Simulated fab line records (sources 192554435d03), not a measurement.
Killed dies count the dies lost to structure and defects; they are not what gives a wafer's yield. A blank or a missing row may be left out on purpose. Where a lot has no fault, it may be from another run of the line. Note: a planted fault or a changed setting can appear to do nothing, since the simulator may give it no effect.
Which tool is to blame? :: flow n5-finfet :: 32 wafers from 11 lots sampled at 5 of the route's 1938 steps

WHAT THE GAUGES SHOWED, per wafer
N5_BEOL_M9_THK_MEAS_01.
lot: L524
measured: day 10 14:38
on: film-metro-02
M9_ILD_THK (nm): 269 272 277

lot: L525
measured: day 10 23:04
on: film-metro-01
M9_ILD_THK (nm): 265 268 265

lot: L526
measured: day 11 13:16
on: film-metro-02
M9_ILD_THK (nm): 273 269 276

lot: L527
measured: day 11 17:46
on: film-metro-01
M9_ILD_THK (nm): 263 269 270

lot: L528
measured: day 11 21:50
on: film-metro-01
M9_ILD_THK (nm): 271 268 273

lot: L531
measured: day 12 06:18
on: film-metro-02
M9_ILD_THK (nm): 265 268 268

lot: L532
measured: day 12 20:07
on: film-metro-01
M9_ILD_THK (nm): 270 267

lot: L534
measured: day 13 00:19
on: film-metro-02
M9_ILD_THK (nm): 261 266 268

lot: L533
measured: day 13 07:55
on: film-metro-01
M9_ILD_THK (nm): 262 268 265

lot: L535
measured: day 13 15:01
on: film-metro-02
M9_ILD_THK (nm): 267 268 274

lot: L540
measured: day 14 17:18
on: film-metro-01
M9_ILD_THK (nm): 259 263 267

TOOL THAT RAN EACH LOT (tool first, then ch and the chambers of the sampled wafers, then the start)
lot: L524
N5_BEOL_M8_PECVD_70: pecvd-03 ch 0,1,2, day 10 05:49
N5_BEOL_M8_PRE_CLEAN_45: pvd-sputter-03, day 10 10:53
N5_BEOL_M8_ANNEAL_51: rtp-anneal-02 ch 0, day 10 11:44
N5_BEOL_M8_CMP_52: cmp-02 ch 0,1,2, day 10 12:06

lot: L525
N5_BEOL_M8_PECVD_70: pecvd-03 ch 1,2, day 10 12:47
N5_BEOL_M8_PRE_CLEAN_45: pvd-sputter-02, day 10 20:11
N5_BEOL_M8_ANNEAL_51: rtp-anneal-01 ch 0, day 10 21:37
N5_BEOL_M8_CMP_52: cmp-01 ch 0,1,3, day 10 21:55

lot: L526
N5_BEOL_M8_PECVD_70: pecvd-03 ch 0,1,2, day 11 06:13
N5_BEOL_M8_PRE_CLEAN_45: pvd-sputter-01, day 11 11:01
N5_BEOL_M8_ANNEAL_51: rtp-anneal-01 ch 0, day 11 12:01
N5_BEOL_M8_CMP_52: cmp-04 ch 1,2,3, day 11 12:17

lot: L527
N5_BEOL_M8_PECVD_70: pecvd-04 ch 0,1,2, day 11 09:10
N5_BEOL_M8_PRE_CLEAN_45: pvd-sputter-02, day 11 13:35
N5_BEOL_M8_ANNEAL_51: rtp-anneal-02 ch 0, day 11 16:24
N5_BEOL_M8_CMP_52: cmp-02 ch 0,2,3, day 11 16:46

lot: L528
N5_BEOL_M8_PECVD_70: pecvd-01 ch 0,1,2, day 11 11:41
N5_BEOL_M8_PRE_CLEAN_45: pvd-sputter-03, day 11 18:55
N5_BEOL_M8_ANNEAL_51: rtp-anneal-02 ch 0, day 11 20:28
N5_BEOL_M8_CMP_52: cmp-04 ch 0,1,2, day 11 20:48

lot: L531
N5_BEOL_M8_PECVD_70: pecvd-01 ch 0,2, day 11 20:47
N5_BEOL_M8_PRE_CLEAN_45: pvd-sputter-02, day 12 03:26
N5_BEOL_M8_ANNEAL_51: rtp-anneal-01 ch 0, day 12 04:45
N5_BEOL_M8_CMP_52: cmp-01 ch 1,2,3, day 12 05:05

lot: L532
N5_BEOL_M8_PECVD_70: pecvd-01 ch 0,2, day 12 07:59
N5_BEOL_M8_PRE_CLEAN_45: pvd-sputter-02, day 12 17:41
N5_BEOL_M8_ANNEAL_51: rtp-anneal-01 ch 0, day 12 18:55
N5_BEOL_M8_CMP_52: cmp-04 ch 0,1, day 12 19:10

lot: L534
N5_BEOL_M8_PECVD_70: pecvd-03 ch 0,1, day 12 15:02
N5_BEOL_M8_PRE_CLEAN_45: pvd-sputter-03, day 12 22:04
N5_BEOL_M8_ANNEAL_51: rtp-anneal-01 ch 0, day 12 22:59
N5_BEOL_M8_CMP_52: cmp-04 ch 1,2,3, day 12 23:16

lot: L533
N5_BEOL_M8_PECVD_70: pecvd-03 ch 0,1, day 13 00:34
N5_BEOL_M8_PRE_CLEAN_45: pvd-sputter-02, day 13 05:28
N5_BEOL_M8_ANNEAL_51: rtp-anneal-02 ch 0, day 13 06:31
N5_BEOL_M8_CMP_52: cmp-01 ch 1,3, day 13 06:52

lot: L535
N5_BEOL_M8_PECVD_70: pecvd-03 ch 0,1, day 13 07:39
N5_BEOL_M8_PRE_CLEAN_45: pvd-sputter-01, day 13 11:32
N5_BEOL_M8_ANNEAL_51: rtp-anneal-01 ch 0, day 13 13:11
N5_BEOL_M8_CMP_52: cmp-02 ch 0,1,3, day 13 13:27

lot: L540
N5_BEOL_M8_PECVD_70: pecvd-03 ch 0,2, day 14 10:37
N5_BEOL_M8_PRE_CLEAN_45: pvd-sputter-02, day 14 14:59
N5_BEOL_M8_ANNEAL_51: rtp-anneal-02 ch 0, day 14 15:53
N5_BEOL_M8_CMP_52: cmp-02 ch 0,1,3, day 14 16:16
- N5_BEOL_M8_PECVD_70: deposits SiO2 from TEOS/O2, target thk 20 nm, time 22.7 s.
- N5_BEOL_M8_PRE_CLEAN_45: time 30 s.
- N5_BEOL_M8_ANNEAL_51: time 90 s.
- N5_BEOL_M8_CMP_52: polishes, stops on SiCOH lowk, t overpolish 6.9 s, target thk 80 nm.

THE ANSWER, worked out from the rows above alone
Rule: usual is defined by the lots themselves. The widest of any qualifying gaps counts: lots, ordered by their means at a reading, are off when they make up no more than a third of the lots, leave a main group of 4 or more, and stand apart from it by 3 or more times the standard deviation of that group's means. Not used: any main group whose means are identical at the precision the tables above print for the reading. A lot without any number at a reading at which 4 lots or more have one is off too. The other lots that the step has rows for count as sound.
No lot is off at any reading shown: from this, nothing can be told.

WHAT THE SIMULATOR HAD INSERTED
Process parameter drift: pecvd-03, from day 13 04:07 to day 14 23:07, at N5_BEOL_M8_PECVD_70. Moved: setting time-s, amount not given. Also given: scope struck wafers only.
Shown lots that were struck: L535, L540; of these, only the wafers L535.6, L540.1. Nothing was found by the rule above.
